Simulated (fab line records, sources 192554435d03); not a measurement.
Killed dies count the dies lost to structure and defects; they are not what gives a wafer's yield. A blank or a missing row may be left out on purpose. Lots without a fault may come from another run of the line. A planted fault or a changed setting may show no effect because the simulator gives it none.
fab line records + flow n5-finfet
record:
- lots: 5
- wafers: 13
- last-day: 19
route steps=1938 shown BEOL_M6@1254 BEOL_M7@1263 PASSIVATION@1936
lots that met no fault: from a run of the same line without faults
start-h: start of the lot's first displayed wafer, in hours after the record's first day + wait-h: time in hours since the lot's previous step + " as in the row above + L1.1+2: a single row standing in for several wafers + - either no value or no given start + * or withheld: withheld + < > ~ a bound
route shown NAME@n: names a module that has steps shown in the file, with the first one's number in the route + usual: mean and standard deviation over wafers with no fault + same: alike in all rows + chamber/n: place in a boat + sites: per-site readings + _std_site: standard deviation of those values + _edge_site: mean of outer sites minus mean of inner sites + radius-mm: how far each site lies from the wafer's centre + mask NAME#n: copy n + behind: tool/chamber where the wafer was last shaped + hold: what put the lot on hold/how long, in hours/how the hold closed + device: whichever transistor did not switch (one of n, p or np) + end of line: tests run on the same wafers once the route is complete + a step with no rows: only its recipe + killed: the dies lost at the first sort to structure and to defects; this is not the yield of the wafer + map: per-die view of a wafer (x killed, . not killed, _ where there is no die)
set.NAME: the setting as run; set.NAME@STEP: as run at that earlier step + model.NAME: the simulator's own value behind a step, which no gauge read
lots at selected steps of the route; one table per step, one row per wafer
services: a tool's chamber out of use, with start hour (start-h, from the record's first day; less than 0 if before it), hours out, and reason
== steps ==
step: N5_BEOL_M6_SPUTTER_48
recipe:
- material: Cu
- target-thk-a: 100
- temp-c: -20
- bias-v: 60
- power-w: 26000
- chamber-pressure-pa: 0.13
- time-s: 1.667
step: N5_BEOL_M6_ECD_50
recipe:
- material: Cu
- target-thk-a: 3000
step: N5_BEOL_M6_ANNEAL_51
recipe:
- temp-c: 225
- time-s: 90
- ambient: N2
step: N5_BEOL_M6_CMP_52
recipe:
- stop-on: SiCOH_lowk
- t-overpolish-s: 6.9
- down-force-psi: 1
- platen-rpm: 50
- clearing-platen-down-force-psi: 1.5
- clearing-platen-rpm: 50
- post-cmp-clean: cu-alkaline
- target-thk-nm: 80
- clearing-platen-pad-velocity-m-s: 0.99484
- pad-velocity-m-s: 0.99484
step: N5_BEOL_M6_PRE_CLEAN_55
recipe:
- gas: NH3
- time-s: 15
- temp-c: withheld
- rf-power-w: 300
step: N5_BEOL_M6_DEP_56
recipe:
- material: SiCN
- target-thk-a: 100
- temp-c: withheld
- precursor: 3MS/NH3
- pressure-torr: 3
- rf-w: 202
- time-s: 17.5
step: N5_BEOL_M7_ILD_DEP_00
recipe:
- material: SiCOH_lowk
- target-thk-a: 1797.5
- temp-c: 300
- precursor: DEMS/porogen
- pressure-torr: 5
- rf-w: 500
- time-s: 33.4
step: N5_BEOL_M7_CURE_74
recipe:
- temp-c: 385
- time-s: 240
- ambient: He/Ar
- material: SiCOH_lowk
step: N5_BEOL_M7_PECVD_70
recipe:
- material: SiO2
- target-thk-a: 200
- temp-c: 400
- precursor: TEOS/O2
- pressure-torr: 5.5
- rf-w: 450
- teos-flow-sccm: 53.8
- gas: O2
- flow-sccm: 3000
- time-s: 22.7
usual:
- heater-power-outer-w: 430/64
- heater-power-w: 714/89
- showerhead-plenum-p-Torr: 8.81/0.058
- throttle-valve-pct: 21.9/1.1
| lot.wafer | tool     | chamber | start-h | wait-h | heater-power-outer-w | heater-power-w | showerhead-plenum-p-Torr | throttle-valve-pct | model.SiO2_of_BEOL_M7_PECVD_70.thk-nm |
|-----------|----------|---------|---------|--------|----------------------|----------------|--------------------------|--------------------|---------------------------------------|
| L401.1    | pecvd-02 | 1       | 225.54  | 0.0    | 364                  | 628            | 8.75                     | 22.2               | 19.8                                  |
| L401.5    | "        | 2       | "       | "      | 477                  | 757            | 8.85                     | 20.4               | 20                                    |
| L401.6    | "        | 0       | "       | "      | 424                  | 680            | 8.87                     | 21.6               | 20                                    |
| L409.1    | pecvd-02 | 1       | 262.42  | 0.0    | 358                  | 622            | 8.76                     | 22.2               | 19.2                                  |
| L409.4    | "        | 1       | "       | "      | 355                  | 632            | 8.74                     | 22.3               | 20.2                                  |
| L410.1    | pecvd-02 | 0       | 270.82  | 0.0    | 483                  | 750            | 8.88                     | 21.7               | 19                                    |
| L410.2    | "        | 2       | "       | "      | 495                  | 748            | 8.86                     | 20.3               | 20.2                                  |
| L410.3    | "        | 1       | "       | "      | 369                  | 626            | 8.71                     | 22.1               | 20.2                                  |
| L416.2    | pecvd-02 | 1       | 288.49  | 0.0    | 373                  | 629            | 8.76                     | 22.1               | 20                                    |
| L416.6    | "        | 0       | "       | "      | 413                  | 655            | 8.85                     | 21.7               | 19                                    |
| L420.1    | pecvd-02 | 0       | 361.86  | 0.0    | 416                  | 658            | 8.86                     | 22.1               | 19.6                                  |
| L420.2    | "        | 2       | "       | "      | 528                  | 803            | 8.81                     | 20.4               | 20.2                                  |
| L420.6    | "        | 0       | "       | "      | 427                  | 674            | 8.85                     | 22.1               | 20                                    |
step: N5_BEOL_M7_HM_DEP_02
recipe:
- material: TiN
- target-thk-a: 200
- temp-c: 25
- chamber-pressure-pa: 0.49996
step: N5_BEOL_M7_COAT_59
recipe:
- resist: SOC
- temp-c: 250
- time-s: 60
- spin-rpm: 1500
- resist-thk-nm: 100
step: N5_BEOL_M7_COAT_60
recipe:
- resist: SiARC
- temp-c: 220
- time-s: 60
- spin-rpm: 1500
- resist-thk-nm: 35
step: N5_BEOL_M7_COAT_05
recipe:
- resist: CAR-ArF
- spin-rpm: 1500
- resist-thk-nm: 90
step: N5_BEOL_M7_EBR_07
recipe:
- solvent: PGMEA
- ebr-width-mm: 1.5
step: N5_BEOL_M7_SOFTBAKE_06
recipe:
- temp-c: 110
- time-s: 60
- resist: CAR-ArF
step: N5_BEOL_M7_EXPOSE_08
recipe:
- mask-id: M7
- na: 1.35
- source-shape: dipole
- sigma-inner: 0.817
- sigma-outer: 0.97
- polarization: te
- dose-mj: 68.25
step: N5_BEOL_M7_PEB_09
recipe:
- peb-temp-c: withheld
- peb-time-s: 60
- resist: CAR-ArF
step: N5_BEOL_M7_DEVELOP_10
recipe:
- develop-time-s: 30
- developer: TMAH
- resist: CAR-ArF
- rinse-liquid: diw
- dry: air-spin
- dev-temp-c: 23
step: N5_BEOL_M7_DESCUM_16
recipe:
- chemistry: O2
- time-s: 7.9
- source-power-w: 50
- bias-power-w: 20
- pressure-mtorr: 20
- rf-frequency-hz: 2.712e+07
- temp-c: 40
- resist: CAR-ArF
- o2-flow-sccm: 225
step: N5_BEOL_M7_ETCH_61
recipe:
- chemistry: CF4
- target: SiARC
- target-depth-a: 455
- mask-material: CAR-ArF
- time-s: 75.8
- ion-energy-ev: 80
- pressure-mtorr: 40
- source-w: 545
- bias-w: 36
- Ar_flow_sccm: 100
- cf4-flow-sccm: 100
- ends: cleared
step: N5_BEOL_M7_ETCH_62
recipe:
- chemistry: N2/H2
- target: SOC
- target-depth-a: 1100
- overetch-a: 220
- mask-material: SiARC
- temp-c: 40
- time-s: 165
- ion-energy-ev: 200
- pressure-mtorr: 30
- source-w: 840
- bias-w: 150
- n2-flow-sccm: 200
- h2-flow-sccm: 200
step: N5_BEOL_M7_STRIP_68
recipe:
- chemistry: N2/H2
- temp-c: 40
- n2-flow-sccm: 200
- h2-flow-sccm: 200
- rf-frequency-hz: 6e+07
step: N5_BEOL_M7_STRIP_67
recipe:
- chemistry: CF4
- resist: SiARC
- power-w: 300
- bias-power-w: 75
- pressure-mtorr: 50
- cf4-flow-sccm: 150
- rf-frequency-hz: 6e+07
step: N5_BEOL_M7_HM_OPEN_17
recipe:
- chemistry: Cl2/BCl3
- target-depth-a: 200
- overetch-a: 60
- target: TiN
- mask-material: SOC
- ion-energy-ev: 150
- pressure-mtorr: 10
- icp-w: 1000
- bias-w: 126
- Cl2_flow_sccm: 53.25
- bcl3-flow-sccm: 21.75
- Ar_flow_sccm: 25
step: N5_BEOL_M7_STRIP_19
recipe:
- chemistry: O2
- power-w: 400
- temp-c: 40
- pressure-mtorr: 30
- rf-frequency-hz: 6e+07
- bias-power-w: 0
- overash-fraction: 0.2
- o2-flow-sccm: 225
step: N5_BEOL_M7_COAT_63
recipe:
- resist: SOC
- temp-c: 250
- time-s: 60
- spin-rpm: 1500
- resist-thk-nm: 60
step: N5_BEOL_M7_COAT_64
recipe:
- resist: SiARC
- temp-c: 220
- time-s: 60
- spin-rpm: 1500
- resist-thk-nm: 12
step: N5_BEOL_M7_COAT_71
recipe:
- resist: underlayer
- temp-c: 205
- time-s: 60
- spin-rpm: 1500
- resist-thk-nm: 5
step: N5_BEOL_M7_COAT_22
recipe:
- resist: CAR-EUV
- spin-rpm: 1500
- resist-thk-nm: 30
step: N5_BEOL_M7_EBR_24
recipe:
- solvent: PGMEA
- ebr-width-mm: 1.5
step: N5_BEOL_M7_SOFTBAKE_23
recipe:
- temp-c: 110
- time-s: 60
- resist: CAR-EUV
step: N5_BEOL_M7_EXPOSE_25
recipe:
- mask-id: V6
- na: 0.33
- source-shape: annular
- sigma-inner: 0.4
- sigma-outer: 0.8
- polarization: unpolarized
- target-cd-nm: 40
- dose-mj: 42.5
step: N5_BEOL_M7_PEB_26
recipe:
- peb-temp-c: 100
- peb-time-s: 60
- resist: CAR-EUV
step: N5_BEOL_M7_DEVELOP_27
recipe:
- develop-time-s: 30
- developer: TMAH
- resist: CAR-EUV
- rinse-liquid: surfactant-rinse
- dry: air-spin
- dev-temp-c: 23
step: N5_BEOL_M7_HM_STRIP_39
recipe:
- chemistry: peroxide-tin-strip
- material: TiN
- target-depth-a: 250
- temp-c: 50
- time-s: 158
| lot.wafer | tool         | chamber | start-h | wait-h | model.SiO2_of_BEOL_M7_PECVD_70.thk-nm |
|-----------|--------------|---------|---------|--------|---------------------------------------|
| L401.1    | wet-bench-06 | 5       | 228.18  | 0.0    | 19.6                                  |
| L401.5+6  | "            | 2,0     | "       | "      | 19.8                                  |
| L409.1    | wet-bench-01 | 4       | 267.03  | 0.0    | 19                                    |
| L409.4    | "            | 7       | "       | "      | 20                                    |
| L410.1    | wet-bench-02 | 6       | 274.64  | 0.0    | 18.8                                  |
| L410.2+3  | "            | 0,5     | "       | "      | 20                                    |
| L416.2    | wet-bench-02 | 6       | 295.37  | 0.0    | 19.8                                  |
| L416.6    | "            | 7       | "       | "      | 18.8                                  |
| L420.1    | wet-bench-06 | 0       | 366.32  | 0.0    | 19.4                                  |
| L420.2    | "            | 6       | "       | "      | 20                                    |
| L420.6    | "            | 1       | "       | "      | 19.8                                  |
step: N5_PASSIVATION_PROBE_49
usual:
- defect-limited-yield: 91.5/1.7
- killed_at_M0_to_M3: 33/11
- killed_at_M4_up: 13/5.2
- killed-at-contacts: 11/5.7
- killed-at-front-end: 39/11
- killed-at-other: 4/3
- killed-dies: 101/20
- killed-on-rim: 13/4.1
- killed-open: 66/15
- killed-short: 33/8.4
- sort_bin_5_function: 5.0/1.1
- sort_bin_6_memory: 3.2/0.69
- sort-n-pass: 1078/20
- sort-yield-pct: 91.4/1.7
same:
- gross-dies: 1180
- killed-at-back-side: 0
- sort_bin_4_leakage[%]: 0
- sort_bin_8_speed[%]: 0
| lot.wafer | tool      | chamber | start-h | wait-h | defect-limited-yield[%] | killed_at_M0_to_M3 | killed_at_M4_up | killed-at-contacts | killed-at-front-end | killed-at-other | killed-dies | killed-on-rim | killed-open | killed-short | sort_bin_5_function[%] | sort_bin_6_memory[%] | sort-n-pass | sort-yield-pct[%] |
|-----------|-----------|---------|---------|--------|-------------------------|--------------------|-----------------|--------------------|---------------------|-----------------|-------------|---------------|-------------|--------------|------------------------|----------------------|-------------|-------------------|
| L401.1    | prober-01 | -       | 308.08  | 0.0    | 91.4                    | 30                 | 14              | 13                 | 39                  | 6               | 102         | 13            | 63          | 36           | 5.1                    | 3.2                  | 1078        | 91.4              |
| L401.5    | prober-01 | -       | 308.28  | 0.2    | 92.8                    | 26                 | 11              | 13                 | 30                  | 5               | 85          | 15            | 57          | 25           | 3.9                    | 3.1                  | 1095        | 92.8              |
| L401.6    | prober-01 | -       | 308.33  | 0.3    | 88.1                    | 42                 | 17              | 29                 | 42                  | 10              | 140         | 15            | 102         | 37           | 7.2                    | 4.2                  | 1040        | 88.1              |
| L409.1    | prober-01 | -       | 342.43  | 0.0    | 89.2                    | 42                 | 7               | 8                  | 62                  | 8               | 127         | 18            | 76          | 50           | 6.4                    | 3.9                  | 1053        | 89.2              |
| L409.4    | prober-01 | -       | 342.58  | 0.2    | 91.0                    | 29                 | 18              | 7                  | 52                  | 0               | 106         | 11            | 77          | 28           | 5.7                    | 3.3                  | 1074        | 91.0              |
| L410.1    | prober-01 | -       | 364.11  | 0.0    | 89.6                    | 48                 | 13              | 17                 | 44                  | 1               | 123         | 13            | 91          | 30           | 5.4                    | 4.6                  | 1057        | 89.6              |
| L410.2    | prober-01 | -       | 364.16  | 0.1    | 89.7                    | 49                 | 16              | 10                 | 42                  | 5               | 122         | 17            | 84          | 38           | 6.5                    | 3.2                  | 1058        | 89.7              |
| L410.3    | prober-01 | -       | 364.21  | 0.1    | 90.2                    | 45                 | 12              | 10                 | 44                  | 5               | 116         | 11            | 86          | 29           | 6.3                    | 3.2                  | 1064        | 90.2              |
| L416.2    | prober-01 | -       | 378.59  | 0.1    | 92.3                    | 31                 | 12              | 11                 | 35                  | 2               | 91          | 16            | 62          | 29           | 4.7                    | 3.0                  | 1089        | 92.3              |
| L416.6    | prober-01 | -       | 378.79  | 0.3    | 91.0                    | 32                 | 11              | 12                 | 49                  | 2               | 106         | 20            | 62          | 35           | 5.3                    | 2.6                  | 1074        | 91.0              |
| L420.1    | prober-02 | -       | 447.81  | 0.0    | 91.9                    | 24                 | 15              | 11                 | 39                  | 6               | 95          | 14            | 56          | 34           | 4.7                    | 3.2                  | 1085        | 91.9              |
| L420.2    | prober-02 | -       | 447.86  | 0.1    | 92.6                    | 30                 | 15              | 13                 | 27                  | 2               | 87          | 11            | 52          | 32           | 4.1                    | 3.2                  | 1093        | 92.6              |
| L420.6    | prober-02 | -       | 448.06  | 0.3    | 91.9                    | 21                 | 16              | 3                  | 40                  | 15              | 95          | 12            | 61          | 32           | 4.5                    | 3.4                  | 1085        | 91.9              |
killed by level:class
L401.1 FIN_SAQP:geometric-particle:open=13 FIN_SAQP:geometric-particle:short=11 BEOL_M3:geometric-particle:open=11 MOL_CONTACT_COAG:geometric-particle:open=10 BEOL_M0_SAQP:geometric-particle:short=10 BEOL_M4:geometric-particle:open=7 BEOL_M0_SAQP:geometric-particle:open=4 STARTING-WAFER:geometric-particle:short=4
L401.5 MOL_CONTACT_COAG:geometric-particle:open=9 STI_FIN_REVEAL:geometric-particle:open=8 BEOL_M0_SAQP:geometric-particle:short=7 BEOL_M0_SAQP:geometric-particle:open=6 FIN_SAQP:geometric-particle:short=5 DUMMY_GATE:geometric-particle:open=4 BEOL_M3:geometric-particle:open=4 GATE_CUT:geometric-particle:short=4
L401.6 BEOL_M3:geometric-particle:open=23 MOL_CONTACT_COAG:geometric-particle:open=20 BEOL_M4:geometric-particle:open=11 STI_FIN_REVEAL:geometric-particle:open=9 FIN_SAQP:geometric-particle:open=8 MOL_CONTACT_COAG:geometric-particle:short=8 FIN_SAQP:geometric-particle:short=6 ILD0:geometric-particle:open=6
L409.1 STI_FIN_REVEAL:geometric-particle:open=29 FIN_SAQP:geometric-particle:short=12 BEOL_M0_SAQP:geometric-particle:short=8 BEOL_M3:geometric-particle:open=7 BEOL_M1:geometric-particle:short=7 MOL_CONTACT_COAG:geometric-particle:open=6 BEOL_M2:geometric-particle:open=6 BEOL_M0_SAQP:geometric-particle:open=5
L409.4 STI_FIN_REVEAL:geometric-particle:open=19 BEOL_M3:geometric-particle:open=10 FIN_SAQP:geometric-particle:open=9 BEOL_M0_SAQP:geometric-particle:open=9 FIN_SAQP:geometric-particle:short=8 BEOL_M0_SAQP:geometric-particle:short=7 MOL_CONTACT_COAG:geometric-particle:open=5 BEOL_M4:geometric-particle:open=5
L410.1 STI_FIN_REVEAL:geometric-particle:open=16 MOL_CONTACT_COAG:geometric-particle:open=14 BEOL_M3:geometric-particle:open=10 BEOL_M0_SAQP:geometric-particle:open=9 BEOL_M2:geometric-particle:open=8 FIN_SAQP:geometric-particle:open=7 BEOL_M0_SAQP:geometric-particle:short=6 BEOL_M4:geometric-particle:open=5
L410.2 STI_FIN_REVEAL:geometric-particle:open=14 BEOL_M2:geometric-particle:open=10 MOL_CONTACT_COAG:geometric-particle:open=9 BEOL_M1:geometric-particle:open=9 BEOL_M4:geometric-particle:open=8 BEOL_M0_SAQP:geometric-particle:short=7 BEOL_M3:geometric-particle:open=7 FIN_SAQP:geometric-particle:short=5
L410.3 STI_FIN_REVEAL:geometric-particle:open=13 BEOL_M3:geometric-particle:open=13 MOL_CONTACT_COAG:geometric-particle:open=8 BEOL_M2:geometric-particle:open=8 FIN_SAQP:geometric-particle:open=6 DUMMY_GATE:geometric-particle:open=6 BEOL_M1:geometric-particle:open=6 ILD0:geometric-particle:open=5
L416.2 FIN_SAQP:geometric-particle:short=11 BEOL_M2:geometric-particle:open=11 FIN_SAQP:geometric-particle:open=9 BEOL_M0_SAQP:geometric-particle:open=7 STI_FIN_REVEAL:geometric-particle:open=6 MOL_CONTACT_COAG:geometric-particle:open=6 MOL_CONTACT_COAG:geometric-particle:short=5 BEOL_M1:geometric-particle:open=5
L416.6 STI_FIN_REVEAL:geometric-particle:open=12 MOL_CONTACT_COAG:geometric-particle:open=10 HKMG_FIN:area-etch=9 FIN_SAQP:geometric-particle:short=8 BEOL_M0_SAQP:geometric-particle:short=7 BEOL_M3:geometric-particle:open=6 BEOL_M0_SAQP:geometric-particle:open=6 FIN_SAQP:geometric-particle:open=5
L420.1 FIN_SAQP:geometric-particle:open=10 MOL_CONTACT_COAG:geometric-particle:open=10 FIN_SAQP:geometric-particle:short=9 STI_FIN_REVEAL:geometric-particle:open=7 BEOL_M3:geometric-particle:short=5 BEOL_M4:geometric-particle:open=5 BEOL_M2:geometric-particle:open=4 BEOL_M3:geometric-particle:open=4
L420.2 MOL_CONTACT_COAG:geometric-particle:open=10 FIN_SAQP:geometric-particle:open=6 STI_FIN_REVEAL:geometric-particle:open=6 BEOL_M0:geometric-particle:short=6 BEOL_M1:geometric-particle:short=6 BEOL_M3:geometric-particle:open=6 BEOL_M0:geometric-particle:open=5 BEOL_M4:geometric-particle:open=5
L420.6 FIN_SAQP:geometric-particle:open=11 STI_FIN_REVEAL:geometric-particle:open=8 GATE_CUT:geometric-particle:short=6 BEOL_M3:geometric-particle:open=6 BEOL_M4:geometric-particle:open=5 FIN_SAQP:geometric-particle:short=4 BEOL_M2:geometric-particle:open=4 PASS1_CAP:geometric-particle:open=4
== services ==
| tool         | chamber | start-h | hours | kind           |
|--------------|---------|---------|-------|----------------|
| wet-bench-06 | -       | 241.53  | 20.9  | repair         |
| pecvd-02     | -       | 256.38  | 0.4   | repair         |
| pecvd-02     | 2       | 316.73  | 9.6   | repair         |
| pecvd-02     | 0       | 322.53  | 2.1   | scheduled-down |
| pecvd-02     | 1       | 335.68  | 2.1   | scheduled-down |
| pecvd-02     | 2       | 347.48  | 3.2   | repair         |
| pecvd-02     | 2       | 350.87  | 5.5   | scheduled-down |
== key ==
first-sign none at tools or gauges
model-effect:
- step: N5_BEOL_M7_PECVD_70
- value: SiO2_of_BEOL_M7_PECVD_70.thk-nm
- without: 19.93
- struck: 19.07
model-effect:
- step: N5_BEOL_M7_HM_STRIP_39
- value: SiO2_of_BEOL_M7_PECVD_70.thk-nm
- without: 19.8
- struck: 18.87
met-at N5_BEOL_M7_PECVD_70
struck-wafers L409.1,L410.1,L416.6
onset-between 225.54 262.42
fault:
- kind: process-parameter-drift
- tool: pecvd-02
- chamber: -
- onset-h: 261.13
- steps: N5_BEOL_M7_PECVD_70
- channel: time-s
- offset: *
- shape: step
- end-h: 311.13
- scope: struck-wafers-only
- acts-in: *
- stated: *
